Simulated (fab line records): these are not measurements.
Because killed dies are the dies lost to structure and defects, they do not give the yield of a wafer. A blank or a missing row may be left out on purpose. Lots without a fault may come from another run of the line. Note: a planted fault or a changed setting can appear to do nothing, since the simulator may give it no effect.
Which tool was responsible? ; flow n5Finfet ; Sampling: 12 lots, 36 wafers, 5 of 1938 route steps

## WHAT EACH GAUGE READ, for each wafer
N5_BEOL_M13_CD_MEAS_10 targets a cd of 190 nm.
lot;measured;on;cdNm (nm)
L074;day 11 17:35;cdSem-03;189.4 189.0 189.6
L077;day 12 06:03;cdSem-02;190.8 190.7 190.9
L079;day 12 06:36;cdSem-01;189.5 191.2 187.7
L080;day 12 23:04;cdSem-01;191.5 192.4 192.0
L083;day 13 14:46;cdSem-02;191.0 190.9 189.8
L085;day 13 23:45;cdSem-01;191.7 191.0 190.6
L089;day 15 03:49;cdSem-02;186.9 186.8 188.9
L086;day 15 05:05;cdSem-02;189.9 190.4 189.9
L091;day 16 15:57;cdSem-03;189.0 187.4 188.0
L092;day 16 22:29;cdSem-01;190.3 188.2 188.6
L095;day 18 02:19;cdSem-02;191.9 191.9 191.8
L097;day 18 02:59;cdSem-02;191.2 189.4 189.1

## EACH LOT AND THE TOOL THAT RAN IT (in order: tool; ch and the chambers of the sampled wafers; start)
lot;N5_BEOL_M11_ETCH_65;N5_BEOL_M11_STRIP_77;N5_BEOL_M12_DESCUM_33;N5_BEOL_M12_SPUTTER_43
L074;rieDiel-03 ch 0,1,2, day 11 05:57;rieDiel-03 ch 0,1,2, day 11 12:40 or earlier;rieDiel-04 ch 1,3, day 11 12:40;pvdSputter-01, day 11 13:41
L077;rieDiel-02 ch 2,3, day 11 20:55;rieDiel-02 ch 2,3, day 12 02:13 or earlier;rieDiel-05 ch 1,2,3, day 12 02:13;pvdSputter-03, day 12 04:14
L079;rieDiel-01 ch 1,3, day 11 21:37;rieDiel-01 ch 1,3, day 12 03:53 or earlier;rieDiel-05 ch 1,2,3, day 12 03:53;pvdSputter-03, day 12 04:56
L080;rieDiel-03 ch 1,2,3, day 12 10:36;rieDiel-03 ch 1,2,3, day 12 19:44 or earlier;rieDiel-04 ch 0,1, day 12 19:44;pvdSputter-02, day 12 21:17
L083;rieDiel-02 ch 0,3, day 13 00:38;rieDiel-02 ch 0,3, day 13 05:54 or earlier;rieDiel-06 ch 0,1,2, day 13 05:54;pvdSputter-02, day 13 13:06
L085;rieDiel-02 ch 1,2, day 13 11:53;rieDiel-02 ch 1,2, day 13 16:30 or earlier;rieDiel-04 ch 0,1,3, day 13 16:30;pvdSputter-02, day 13 21:30
L089;rieDiel-03 ch 0,1,3, day 14 15:38;rieDiel-03 ch 0,1,3, day 14 23:16 or earlier;rieDiel-04 ch 0,2,3, day 14 23:16;pvdSputter-02, day 15 01:37
L086;rieDiel-03 ch 0,2,3, day 14 19:38;rieDiel-03 ch 0,2,3, day 15 01:35 or earlier;rieDiel-05 ch 0,3, day 15 01:35;pvdSputter-03, day 15 02:31
L091;rieDiel-01 ch 0,3, day 16 08:09;rieDiel-01 ch 0,3, day 16 12:53 or earlier;rieDiel-04 ch 0,1, day 16 12:53;pvdSputter-02, day 16 14:16
L092;rieDiel-02 ch 0,1, day 16 13:22;rieDiel-02 ch 0,1, day 16 17:38 or earlier;rieDiel-05 ch 0,3, day 16 17:38;pvdSputter-01, day 16 20:50
L095;rieDiel-02 ch 0,1,2, day 17 14:20;rieDiel-02 ch 0,1,2, day 17 20:44 or earlier;rieDiel-04 ch 2,3, day 17 20:44;pvdSputter-02, day 18 00:15
L097;rieDiel-03 ch 0,1,2, day 17 17:36;rieDiel-03 ch 0,1,2, day 17 22:13 or earlier;rieDiel-05 ch 0,1,3, day 17 22:13;pvdSputter-01, day 18 01:04
- N5_BEOL_M11_ETCH_65: etches SiARC in CF4, target depth 39 nm, time 65 s.
- N5_BEOL_M11_STRIP_77: strips in N2/H2, time 10 s.
- N5_BEOL_M12_DESCUM_33: chemistry O2, time 7.9 s.
- N5_BEOL_M12_SPUTTER_43: material TaN, target thk 15 nm, time 24.19 s.

## THE ANSWER, worked out from the rows above alone
Rule: the usual values come from the lots themselves. The widest of any qualifying gaps counts: lots, ordered by their means at a reading, are off when they make up no more than a third of the lots, leave a main group of 4 or more, and stand apart from it by 3 or more times the standard deviation of that group's means. A main group whose means are all the same, to the digits that the tables above print for the reading, isn't used. Also off: a lot with no number at a reading for which 4 or more lots have one. Where the step has rows for the other lots, those lots are counted as sound.
Nothing can be told from this: no lot is off at any reading shown.

## WHAT THE SIMULATOR PUT IN
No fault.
